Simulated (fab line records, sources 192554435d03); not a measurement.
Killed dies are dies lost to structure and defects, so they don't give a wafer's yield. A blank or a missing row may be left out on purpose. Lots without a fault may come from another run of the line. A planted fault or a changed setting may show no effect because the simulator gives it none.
Chamber matching | flow n5_finfet | N5_BEOL_M0_SAQP_SPACER2_ALD_26 on ald_sin-02: 4 sister chambers
The step deposits SiO2, target thk 15 nm, pulse time 1 s, purge time 2 s. 8 wafers are shown with their chamber, then 7 later ones without.

WAFERS WITH THEIR CHAMBER
wafer  | chamber | heater_power_w (W) | precursor_pulse_height_rel
L691.1 | 3       | 409                | 1.028
L691.5 | 2       | 399                | 1.015
L694.4 | 2       | 392                | 1.008
L706.1 | 0       | 526                | 0.999
L706.2 | 3       | 398                | 1.001
L706.6 | 1       | 385                | 0.994
L708.1 | 1       | 401                | 0.973
L708.2 | 0       | 524                | 0.995

WAFERS WITHOUT THEIR CHAMBER
wafer  | heater_power_w (W) | precursor_pulse_height_rel
L708.6 | 407                | 1.035
L709.1 | 519                | 0.984
L709.4 | 395                | 1.001
L709.5 | 398                | 0.992
L711.1 | 391                | 1.013
L711.2 | 400                | 0.987
L711.4 | 420                | 1.009

WHICH CHAMBER EACH WENT THROUGH
wafer  | from the rows above          | in truth
L708.6 | can't be placed: 3 or 2      | 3
L709.1 | 0                            | 0
L709.4 | can't be placed: 2 or 1 or 3 | 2
L709.5 | can't be placed: 1 or 2 or 3 | 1
L711.1 | can't be placed: 2 or 3 or 1 | 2
L711.2 | can't be placed: 1 or 2 or 3 | 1
L711.4 | can't be placed: 3 or 2 or 1 | 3
Placed correctly: 1 of 7. Can't be placed from these rows: 6 (the true chamber is among the candidates in 6). Placed wrongly: 0.
How it was worked out, from the rows above alone: a wafer's distance from a chamber is the root of the sum, over the readings, of the square of ((its reading less the chamber's mean) divided by the reading's scatter). The wafer belongs to the nearest chamber; if the next one is less than 2 further off, it can't be placed. A chamber's mean is the mean of its shown wafers. The scatter: the root of (the sum of the squares of (reading less its chamber's mean) over the shown wafers, divided by (wafers less chambers)).
